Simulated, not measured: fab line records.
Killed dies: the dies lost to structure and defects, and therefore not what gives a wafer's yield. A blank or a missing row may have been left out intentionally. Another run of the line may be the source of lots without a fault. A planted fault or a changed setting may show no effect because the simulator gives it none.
Matching of chambers	flow n5Finfet	4 sister chambers for N5_BEOL_M2_ALD_84 on aldMetal-02
The step deposits TaN, pulse time 2 s, purge time 3 s, co reactant purge time 2 s. 4 wafers are shown with their chamber, then 9 later ones without.

== WAFERS WITH THEIR CHAMBER ==
wafer	chamber	heaterPowerW (W)
L088.1	1	405
L094.1	0	376
L094.3	2	416
L094.4	3	388

== WAFERS MISSING THEIR CHAMBER ==
wafer	heaterPowerW (W)
L093.1	418
L093.4	386
L093.6	371
L095.2	384
L095.3	367
L095.4	420
L097.2	394
L097.3	370
L097.4	407

== WHICH CHAMBER EACH WENT THROUGH ==
wafer	from the rows above	in truth
L093.1	2	2
L093.4	can't be placed: 3 or 0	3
L093.6	0	0
L095.2	can't be placed: 3 or 0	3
L095.3	0	0
L095.4	2	2
L097.2	can't be placed: 3 or 1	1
L097.3	0	0
L097.4	can't be placed: 1 or 2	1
Placed correctly: 5 of 9. Not placeable from these rows: 4 (in 4, the candidates include the true chamber). Placed wrongly: 0.
How it was worked out, from the rows above alone: a wafer's distance from a chamber is the root of the sum, over the readings, of the square of ((its reading less the chamber's mean) divided by the reading's scatter). The wafer belongs to the nearest chamber; if the next one is less than 2 further off, it can't be placed. The mean given for a chamber averages the wafers shown for that chamber. The scatter: with one shown wafer a chamber, the root of the mean of the squares of how far each hidden wafer lies from its nearest shown one.
